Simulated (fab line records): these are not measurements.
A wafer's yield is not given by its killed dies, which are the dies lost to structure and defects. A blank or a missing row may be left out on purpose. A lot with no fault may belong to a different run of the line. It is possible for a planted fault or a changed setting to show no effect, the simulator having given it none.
A struck lot beside a sound one | flow n5 finfet | 38 steps out of a route of 1938
Sound: these wafers, L923.1, L923.2, L923.6. Wafers L918.3, L918.4, L918.6 were the ones struck. Last of all comes the cause.
For every step that has rows: the tool of each side, followed by ch and its chambers, followed by its first start. Under that, the readings that differ: sound wafers | struck wafers | difference of the means | sigmas: that difference in standard deviations of wafers without a fault.
alike: same words and numbers on both sides, and readings whose means sit less than 2 such deviations apart. not compared: any withheld reading, any reading some wafer has no value for, any bound like >300 that may hide the same value, and any number with overlapping values for which the record gives no deviation.
The two part at a step that has a row with sigmas, a row that says differs or no value, or rows on one side only. Numbers that have no deviation but don't overlap get no sigmas and don't part them. A reading missing from all wafers of one side parts the sides only when that side holds two or more wafers.

first, 9 steps without rows for these wafers: N5_BEOL_M4_ANNEAL_95 (time 240 s); N5_BEOL_M4_SPUTTER_96 (material Cu, target thk 4.5 nm, time 8.29 s); N5_BEOL_M4_ECD_50 (material Cu, target thk 300 nm); N5_BEOL_M4_ANNEAL_51 (time 90 s); N5_BEOL_M4_CMP_52 (polishes, stops on SiOC, t overpolish 6.8 s, target thk 40 nm); N5_BEOL_M4_PRE_CLEAN_60 (time 15 s); N5_BEOL_M4_CO_CAP_55 (material Co, precursor CCTBA/H2, target thk 2 nm, time 102.1 s); N5_BEOL_M4_PRE_CLEAN_56 (time 15 s); N5_BEOL_M4_DEP_57 (deposits SiCN from 3MS/NH3, target thk 8 nm, time 14 s).
N5_BEOL_M4_RC_MEAS_101:
  sound on prober-02 ch 0, day 16 04:23; struck on prober-02 ch 0, day 17 01:40
  alike: DIBL_N, DIBL_P, IOFF_N, IOFF_P, ION_N, ION_P, SS_N, SS_P, VT_N, VT_P
then, 24 steps without rows for these wafers: N5_BEOL_M5_ILD_DEP_00 (deposits SiCOH lowk from DEMS/porogen, target thk 140.64 nm, time 25.9 s); N5_BEOL_M5_CURE_79 (cures SiCOH lowk, time 240 s); N5_BEOL_M5_PECVD_70 (deposits SiO2 from TEOS/O2, target thk 16 nm, time 18 s); N5_BEOL_M5_HM_DEP_02 (deposits TiN, target thk 20 nm); N5_BEOL_M5_COAT_59 (time 60 s, resist thk 60 nm); N5_BEOL_M5_COAT_60 (time 60 s, resist thk 12 nm); N5_BEOL_M5_COAT_71 (time 60 s, resist thk 5 nm); N5_BEOL_M5_COAT_05 (resist thk 30 nm); N5_BEOL_M5_EBR_07; N5_BEOL_M5_SOFTBAKE_06 (time 60 s); N5_BEOL_M5_EXPOSE_08 (exposes mask M5, target cd 28 nm); N5_BEOL_M5_PEB_09 (peb time 60 s); N5_BEOL_M5_DEVELOP_10 (develop time 30 s); N5_BEOL_M5_DESCUM_16 (chemistry O2, time 7 s); N5_BEOL_M5_ETCH_72 (etches underlayer in N2/H2, target depth 6.5 nm, time 5.2 s); N5_BEOL_M5_ETCH_61 (etches SiARC in CF4, target depth 15.6 nm, time 26 s); N5_BEOL_M5_ETCH_62 (etches SOC in N2/H2, target depth 75 nm, overetch 15 nm, time 112.5 s); N5_BEOL_M5_STRIP_63 (strips in N2/H2); N5_BEOL_M5_STRIP_73 (strips in N2/H2); N5_BEOL_M5_STRIP_64 (strips in CF4); N5_BEOL_M5_HM_OPEN_17 (chemistry Cl2/BCl3, target TiN, target depth 20 nm, overetch 6 nm); N5_BEOL_M5_STRIP_19 (strips in O2); N5_BEOL_M5_COAT_65 (time 60 s, resist thk 60 nm); N5_BEOL_M5_COAT_66 (time 60 s, resist thk 12 nm).
-- the record jumps here: 3 days lie between the struck wafers' starts before and after (it left off in module BEOL_M5 and takes up again in module BEOL_M13, whose first step shown is number 1696 of the route) --
N5_BEOL_M13_TRENCH_ETCH_34: etches SiOC in C4F8/O2/Ar, target depth 413.47 nm, time 162.6 s.
  sound on rie diel-06 ch 0,1,2, day 19 14:09; struck on rie diel-06 ch 0,1,3, day 20 09:17
  no value came back on the struck wafers for any of 7 readings (C4F8_flow_sccm (sccm), O2_flow_sccm (sccm) and others); on the sound wafers C4F8_flow_sccm (sccm) reads 15.00 14.98 14.95
  reading                                     | sound | struck       | difference | sigmas
  model.SiARC_of_BEOL_M13_COAT_66.thk nm (nm) | 0 0 0 | 77.4 77.8 78 | +77.7      |
  not compared: rf hours counter h
N5_BEOL_M13_OCD_MEAS_35:
  sound on ocd-02, day 19 14:19; struck on ocd-02, day 20 09:28
  reading              | sound       | struck | difference | sigmas
  trench depth nm (nm) | 409 411 417 | 0 0 0  | -412       | -72
N5_BEOL_M13_CMP_49: polishes, stops on SiOC, t overpolish 17.1 s, target thk 420 nm.
  sound on cmp-02 ch 0,2, day 19 21:22; struck on cmp-04 ch 1,2, day 20 11:22
  reading                                 | sound         | struck    | difference | sigmas
  model.Cu_of_BEOL_M13_ECD_47.thk nm (nm) | 414.4 415 422 | 0.8 0 0.4 | -416.7     |
  alike: barrier field endpoint s, motor current A, overpolish run s, retaining ring pressure frac
N5_PASSIVATION_PROBE_49:
  record: rows for the struck wafers here (prober-01, day 21 18:35), none for the sound ones

WHERE THEY PART
First at N5_BEOL_M13_TRENCH_ETCH_34; last, within this record, at N5_PASSIVATION_PROBE_49.

WHY: what the simulator had put in
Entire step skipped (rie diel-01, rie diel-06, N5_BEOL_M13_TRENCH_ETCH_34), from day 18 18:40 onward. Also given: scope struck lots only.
